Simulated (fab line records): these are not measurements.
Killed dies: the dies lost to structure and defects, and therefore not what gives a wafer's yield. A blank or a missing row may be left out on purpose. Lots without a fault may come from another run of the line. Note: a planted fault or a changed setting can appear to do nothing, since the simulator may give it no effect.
Which tool was responsible? ; flow nand harc ; 11 lots, 33 wafers sampled, at 5 steps of a route of 1302

## WHAT THE GAUGES SHOWED, per wafer
NHARC_END_SORT_01. Usual: killed at array 56, standard deviation 17; killed at other 1.2, standard deviation 1.4; killed at periphery 4, standard deviation 3.2; killed dies 61, standard deviation 16; killed open 3.6, standard deviation 2.1; killed short 2.7, standard deviation 1.8.
lot;measured;on;killed at array;killed at other;killed at periphery;killed dies;killed open;killed short;flag
L491;day 24 18:47;prober-02;76 57 76;0 1 0;0 1 2;76 59 78;2 0 5;8 1 1;
L492;day 25 17:55;prober-02;58 45 40;2 2 4;3 4 4;63 51 48;2 2 4;5 2 3;
L495;day 26 04:04;prober-01;71 71 57;2 0 2;6 3 3;79 74 62;2 1 2;5 2 3;
L496;day 27 18:38;prober-01;52 46 45;0 1 0;1 6 7;53 53 52;5 8 6;4 3 4;
L497;day 27 17:02;prober-02;65 80 75;0 2 0;7 14 2;72 96 77;1 7 3;2 3 2;
L498;day 28 15:52;prober-01;36 49 37;1 0 1;3 7 3;40 56 41;2 3 1;4 2 1;
L499;day 29 03:04;prober-02;45 49 42;0 1 0;3 5 5;48 55 47;4 5 2;1 2 2;
L500;day 29 12:08;prober-01;74 80 77;0 2 0;4 3 2;78 85 79;5 1 4;3 3 2;
L501;day 30 10:35;prober-02;61 44 60;0 1 0;6 4 3;67 49 63;3 4 7;6 2 3;
L510;day 33 06:17;prober-02;56 36 45;3 2 6;9 4 6;68 42 57;7 3 4;3 2 4;
L511;day 33 03:02;prober-01;69 55 55;3 2 1;11 8 8;83 65 64;12 2 2;4 4 3;

## TOOL THAT RAN EACH LOT (tool first, then ch and the chambers of the sampled wafers, then the start)
lot;NHARC_P_GATE_ETCH_104;NHARC_P_GATE_DESCUM_48;NHARC_P_GATE_PEB_57;NHARC_P_GATE_DESCUM_61
L491;rie diel-10 ch 0,1,3, day 5 17:55;rie diel-09 ch 0,1,3, day 6 05:52;litho track-07 ch 0, day 6 07:23;rie diel-09 ch 1,2,3, day 6 07:38
L492;rie diel-05 ch 0,1,2, day 6 12:57;rie diel-10 ch 1,3, day 7 00:50;litho track-07 ch 0, day 7 02:13;rie diel-10 ch 1,3, day 7 02:28
L495;rie diel-05 ch 0,2,3, day 7 14:12;rie diel-09 ch 1,3, day 8 02:02;litho track-03 ch 0, day 8 03:35;rie diel-09 ch 0,1, day 8 03:50
L496;rie diel-05 ch 0,1, day 7 21:59;rie diel-05 ch 1,2, day 8 11:53;litho track-07 ch 0, day 8 13:23;rie diel-10 ch 0,1, day 8 13:38
L497;rie diel-10 ch 0,3, day 8 11:15;rie diel-09 ch 0,1,2, day 8 23:00;litho track-07 ch 0, day 9 00:22;rie diel-09 ch 2,3, day 9 00:37
L498;rie diel-05 ch 0,2, day 9 07:43;rie diel-10 ch 0,1,3, day 9 19:39;litho track-03 ch 0, day 9 21:08;rie diel-10 ch 0,1,3, day 9 21:23
L499;rie diel-05 ch 0,2,3, day 9 12:07;rie diel-05 ch 0,2,3, day 9 23:52;litho track-05 ch 0, day 10 01:23;rie diel-09 ch 0,2, day 10 01:38
L500;rie diel-09 ch 0,1,3, day 9 15:19;rie diel-05 ch 0,1,3, day 10 02:59;litho track-07 ch 0, day 10 04:22;rie diel-09 ch 0,1,3, day 10 04:38
L501;rie diel-10 ch 1,2,3, day 10 04:54;rie diel-09 ch 0,1,2, day 10 17:07;litho track-07 ch 0, day 10 18:37;rie diel-09 ch 1,2,3, day 10 18:52
L510;rie diel-09 ch 0,1,3, day 13 21:40;rie diel-05 ch 0,2, day 14 09:46;litho track-07 ch 0, day 14 11:17;rie diel-10 ch 0,1, day 14 11:32
L511;rie diel-10 ch 0,1,2, day 14 06:23;rie diel-09 ch 0,2,3, day 14 18:20;litho track-07 ch 0, day 14 19:43;rie diel-05 ch 0,2,3, day 14 19:59
- NHARC_P_GATE_ETCH_104: etches the open film in CF4/CHF3, target depth 60 nm.
- NHARC_P_GATE_DESCUM_48: chemistry O2, time 3 s.
- NHARC_P_GATE_PEB_57: peb time 85 s.
- NHARC_P_GATE_DESCUM_61: chemistry O2, time 3 s.

## WHAT THE TOOLS THEMSELVES READ (means of the sampled wafers that have a number; where no wafer has one, the mark that the record gives instead)
NHARC_P_GATE_ETCH_104. Usual: bias w 200.0 W, standard deviation 0.64; cf4 flow sccm 100.0 sccm, standard deviation 0.31; chamber pressure mTorr 24.999 mTorr, standard deviation 0.02; drypump motor current A 5.5 A, standard deviation 0.55; oes product au 0.958 a.u., standard deviation 0.024; rf vpp V 370.6 V, standard deviation 1.9; showerhead plenum p Torr 1.57 Torr, standard deviation 0.049; throttle valve pct 16.802 %, standard deviation 0.0098.
lot;tool;bias w (W);cf4 flow sccm (sccm);chamber pressure mTorr (mTorr);drypump motor current A (A);oes product au (a.u.);rf vpp V (V);showerhead plenum p Torr (Torr);throttle valve pct (%);flag
L491;rie diel-10;199.1;99.9;25.010;5.1;0.970;369.2;1.55;16.812;
L492;rie diel-05;200.5;100.0;24.995;6.0;0.977;372.1;1.60;16.802;
L495;rie diel-05;199.5;100.1;25.005;6.3;0.977;370.7;1.57;16.796;
L496;rie diel-05;200.1;100.1;24.981;5.9;0.922;370.1;1.58;16.814;
L497;rie diel-10;200.1;100.2;24.993;5.3;0.977;369.2;1.52;16.798;
L498;rie diel-05;200.4;100.4;25.010;6.1;0.986;371.7;1.61;16.802;
L499;rie diel-05;200.1;100.1;24.978;6.3;0.969;370.5;1.57;16.800;
L500;rie diel-09;200.1;99.5;24.985;5.4;0.957;371.0;1.57;16.800;
L501;rie diel-10;200.0;100.3;24.997;5.0;0.971;371.6;1.60;16.802;
L510;rie diel-09;200.5;100.2;25.001;5.4;0.982;371.4;1.57;16.791;
L511;rie diel-10;199.6;100.0;25.003;5.1;0.976;370.1;1.56;16.800;

NHARC_P_GATE_DESCUM_48. Usual: chamber pressure mTorr 60.00 mTorr, standard deviation 0.056; drypump motor current A 5.6 A, standard deviation 0.56; oes product au 1.004 a.u., standard deviation 0.016; rf vpp V 57.6 V, standard deviation 0.92; showerhead plenum p Torr 1.91 Torr, standard deviation 0.062; throttle valve pct 11.312 %, standard deviation 0.0097.
lot;tool;chamber pressure mTorr (mTorr);drypump motor current A (A);oes product au (a.u.);rf vpp V (V);showerhead plenum p Torr (Torr);throttle valve pct (%);flag
L491;rie diel-09;59.98;5.4;1.002;57.0;1.91;11.302;
L492;rie diel-10;59.99;5.1;1.007;58.3;1.93;11.323;
L495;rie diel-09;59.97;5.2;1.010;57.3;1.90;11.324;
L496;rie diel-05;59.95;5.9;1.027;57.6;1.98;11.310;
L497;rie diel-09;59.94;5.4;1.014;57.6;1.90;11.316;
L498;rie diel-10;60.03;5.1;1.001;57.5;1.88;11.326;
L499;rie diel-05;59.93;6.3;1.000;57.5;1.91;11.318;
L500;rie diel-05;59.98;6.2;0.986;58.3;1.89;11.300;
L501;rie diel-09;59.99;5.4;0.995;57.1;1.90;11.306;
L510;rie diel-05;60.03;6.2;1.005;57.1;1.91;11.319;
L511;rie diel-09;59.98;5.6;1.014;56.9;1.87;11.316;

NHARC_P_GATE_PEB_57. Usual: heater power total W 163.98 W, standard deviation 0.27; plate temp C 118.00 C, standard deviation 0.13; resist line temp C 23.01 C, standard deviation 0.1.
lot;tool;heater power total W (W);plate temp C (C);resist line temp C (C);flag
L491;litho track-07;163.95;117.90;22.95;
L492;litho track-07;163.91;117.93;23.06;
L495;litho track-03;164.05;118.17;22.88;
L496;litho track-07;163.97;117.92;22.91;
L497;litho track-07;163.69;117.96;22.99;
L498;litho track-03;164.01;117.93;23.06;
L499;litho track-05;163.87;117.98;23.01;
L500;litho track-07;164.17;118.12;23.07;
L501;litho track-07;164.08;117.88;23.06;
L510;litho track-07;173.02;122.85;23.15;OFF
L511;litho track-07;173.36;122.81;23.08;OFF

NHARC_P_GATE_DESCUM_61. Usual: chamber pressure mTorr 60.00 mTorr, standard deviation 0.057; drypump motor current A 5.4 A, standard deviation 0.49; oes product au 1.002 a.u., standard deviation 0.015; rf vpp V 57.7 V, standard deviation 0.84; showerhead plenum p Torr 1.91 Torr, standard deviation 0.059; throttle valve pct 11.312 %, standard deviation 0.0096.
lot;tool;chamber pressure mTorr (mTorr);drypump motor current A (A);oes product au (a.u.);rf vpp V (V);showerhead plenum p Torr (Torr);throttle valve pct (%);flag
L491;rie diel-09;60.02;5.2;0.992;57.6;1.89;11.322;
L492;rie diel-10;60.04;5.1;0.998;58.0;1.93;11.314;
L495;rie diel-09;60.01;5.1;1.001;57.6;1.94;11.302;
L496;rie diel-10;59.96;5.2;0.997;57.9;1.83;11.300;
L497;rie diel-09;60.03;5.5;1.020;57.5;1.86;11.313;
L498;rie diel-10;59.96;5.1;0.994;57.9;1.88;11.311;
L499;rie diel-09;59.96;5.6;1.002;57.7;1.87;11.316;
L500;rie diel-09;59.95;5.4;1.008;58.2;1.91;11.324;
L501;rie diel-09;60.03;5.2;1.007;57.7;1.89;11.308;
L510;rie diel-10;60.01;5.1;1.004;57.6;1.86;11.314;
L511;rie diel-05;60.07;6.3;0.993;57.8;1.90;11.303;

## THE ANSWER, worked out from the rows above alone
Rule: a lot is off if the mean of its wafers that have a number lies more than 3 standard deviations from the usual mean. Also off: a lot with no number at a reading for which 4 or more lots have one. Any other lot the step has rows for is counted as sound. First the gauges in route order, then the tools' own readings, where a lot's mean is used as printed above. At the first step where some lot is off, the reading lying furthest off is the one used; lots without a number count as furthest.
Off: L510, L511, at NHARC_P_GATE_PEB_57 (plate temp C).
If a tool, at that step or one of the process steps before it, ran each lot that is off and ran no sound lot following the first of them, it fits. One candidate fits, namely litho track-07 at NHARC_P_GATE_PEB_57. Its last sound lot is L501 (day 10 18:37), its first lot that is off L510 (day 14 11:17): a fault that began between those two fits.
The tool's own readings at NHARC_P_GATE_PEB_57 bear it out: on the lots that are off they differ by more than 5 times the standard deviation of the sound lots' means. heater power total W reads 173.19 W there against 163.97 W on the sound lots; plate temp C reads 122.83 C there against 117.98 C on the sound lots.

## WHAT THE SIMULATOR HAD PUT IN
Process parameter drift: litho track-07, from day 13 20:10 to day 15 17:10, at NHARC_P_GATE_PEB_57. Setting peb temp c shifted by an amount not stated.
Shown lots that were struck: L511, L510. The same result came from the rule above.
